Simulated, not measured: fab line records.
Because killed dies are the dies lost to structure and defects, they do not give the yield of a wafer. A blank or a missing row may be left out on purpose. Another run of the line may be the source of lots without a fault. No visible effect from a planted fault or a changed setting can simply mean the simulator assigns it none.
Struck lot and sound lot, side by side / flow n5_finfet / 18 steps out of a route of 1938
Sound: these wafers, L858.1, L858.4, L858.5. Struck: wafer L868.2. (L868.3 of the same lot was not struck and is left out.) The cause comes at the end.
Each step with rows lists, per side, the tool, then ch with its chambers, then its first start. Under that, the readings that differ: sound wafers / struck wafers / difference of the means / sigmas: that difference in standard deviations of wafers without a fault.
alike: readings with means less than 2 such deviations apart, plus words and numbers identical on both sides. not compared: withheld readings, readings lacking a value on some wafer, bounds such as >300 that could conceal the same value, and numbers that have no deviation in the record and whose values overlap.
A row with sigmas, a row that says differs or no value, or rows on one side alone: a step with any of these is where the two part. Non-overlapping numbers with no deviation appear without sigmas and do not part them. A reading missing from all wafers of one side parts the sides only when that side holds two or more wafers.

N5_BEOL_M3_INSPECT_30: inspects for defects (brightfield).
  sound on defect_inspect-02, day 11 13:06; struck on defect_inspect-01, day 13 23:35
  alike: raw_defect_count
N5_BEOL_M3_DESCUM_33: chemistry O2, time 7 s.
  sound on rie_diel-06 ch 0,2,3, day 11 13:08; struck on rie_diel-03 ch 0, day 13 23:37
  alike: drypump_motor_current_A, oes_product_au, rf_vpp_V, showerhead_plenum_p_Torr, throttle_valve_pct
  not compared: rf_hours_counter_h
then, 3 steps without rows for these wafers: N5_BEOL_M3_ETCH_77 (etches underlayer in N2/H2, target depth 6.5 nm, time 5.2 s); N5_BEOL_M3_ETCH_69 (etches SiARC in CF4, target depth 15.6 nm, time 26 s); N5_BEOL_M3_ALD_98 (deposits SiO2, target thk 2.5 nm, pulse time 1 s, co reactant pulse time 1 s).
N5_BEOL_M3_ETCHBACK_99: etches SiO2 in CHF3, target depth 5 nm, time 10.4 s.
  sound on rie_diel-01 ch 0,1, day 11 14:10; struck on rie_diel-01 ch 2, day 14 23:16
reading=showerhead_plenum_p_Torr (Torr); sound=2.08 2.14 2.08; struck=2.27; difference=+0.17; sigmas=+2
  alike: drypump_motor_current_A, oes_product_au, rf_vpp_V, throttle_valve_pct
  not compared: rf_hours_counter_h
N5_BEOL_M3_ETCH_70: etches SOC in N2/H2, target depth 80 nm, overetch 16 nm, time 120 s.
  sound on rie_diel-01 ch 0,1, day 11 14:12; struck on rie_diel-01 ch 2, day 14 23:18
reading=showerhead_plenum_p_Torr (Torr); sound=2.45 2.53 2.45; struck=2.69; difference=+0.21; sigmas=+3
  alike: drypump_motor_current_A, oes_product_au, rf_vpp_V, throttle_valve_pct
  not compared: rf_hours_counter_h
then, 4 steps without rows for these wafers: N5_BEOL_M3_STRIP_71 (strips in N2/H2); N5_BEOL_M3_STRIP_78 (strips in N2/H2); N5_BEOL_M3_VIA_ETCH_34 (etches the open film in C4F6/O2, target depth 69.4 nm, time 65.9 s); N5_BEOL_M3_STRIP_83 (strips in C4F6/O2).
N5_BEOL_M3_STRIP_36: strips in N2/H2.
  sound on rie_diel-01 ch 0,1, day 11 14:22; struck on rie_diel-01 ch 2, day 14 23:28
reading=showerhead_plenum_p_Torr (Torr); sound=2.45 2.53 2.45; struck=2.69; difference=+0.21; sigmas=+3
  alike: drypump_motor_current_A, oes_product_au, rf_vpp_V, throttle_valve_pct
  not compared: rf_hours_counter_h
N5_BEOL_M3_TRENCH_ETCH_37: etches SiOC in C4F6/O2, target depth 55.555 nm, time 29.2 s.
  sound on rie_diel-01 ch 0,1, day 11 14:24; struck on rie_diel-01 ch 2, day 14 23:30
reading=showerhead_plenum_p_Torr (Torr); sound=2.75 2.83 2.75; struck=2.99; difference=+0.21; sigmas=+2
reading=model.etch.depth_nm (nm); sound=55.29 55.15 55.28; struck=47.18; difference=-8.06; sigmas=
reading=model.BEOL_M3.feature_depth_nm (nm); sound=55.2 55.2 55.2; struck=47.2; difference=-8.0; sigmas=
  alike: drypump_motor_current_A, oes_product_au, rf_vpp_V, throttle_valve_pct
  not compared: rf_hours_counter_h, model.TiN_of_BEOL_M3_HM_DEP_02.thk_nm
N5_BEOL_M3_ETCH_41: etches SiCN in CH3F/O2, target depth 29.9 nm, time 52.5 s.
  sound: rie_diel-01 ch 0,1; struck: rie_diel-01 ch 2
reading=rf_vpp_V (V); sound=297.1 296.6 296.4; struck=301.3; difference=+4.6; sigmas=+3
reading=showerhead_plenum_p_Torr (Torr); sound=1.93 1.99 1.93; struck=2.11; difference=+0.16; sigmas=+2
  alike: drypump_motor_current_A, oes_product_au, throttle_valve_pct
  not compared: rf_hours_counter_h
then, 1 step without rows for these wafers: N5_BEOL_M3_STRIP_97 (strips in N2/H2, time 10 s).
N5_BEOL_M3_OCD_MEAS_38:
  sound on ocd-01, day 11 14:33; struck on ocd-01, day 14 23:39
reading=trench_depth_nm (nm); sound=54.7 54.9 55.0; struck=46.8; difference=-8.1; sigmas=-10
then, 1 step without rows for these wafers: N5_BEOL_M3_HM_STRIP_39 (strips TiN in peroxide tin strip, target depth 25 nm, time 158 s).
N5_BEOL_M4_RC_MEAS_101:
  sound on prober-01 ch 0, day 13 07:44; struck on prober-01 ch 0, day 15 22:39
reading=VT_N (mV); sound=249.1 246.4 247.5; struck=256.2; difference=+8.5; sigmas=+3
reading=VT_P (mV); sound=-250 -246 -249; struck=-257; difference=-9; sigmas=-3
  alike: DIBL_N, DIBL_P, IOFF_N, IOFF_P, ION_N, ION_P, SS_N, SS_P

== WHERE THEY PART ==
Earliest at N5_BEOL_M3_ETCHBACK_99; latest, in this record, at N5_BEOL_M4_RC_MEAS_101.

WHY: what the simulator had put in
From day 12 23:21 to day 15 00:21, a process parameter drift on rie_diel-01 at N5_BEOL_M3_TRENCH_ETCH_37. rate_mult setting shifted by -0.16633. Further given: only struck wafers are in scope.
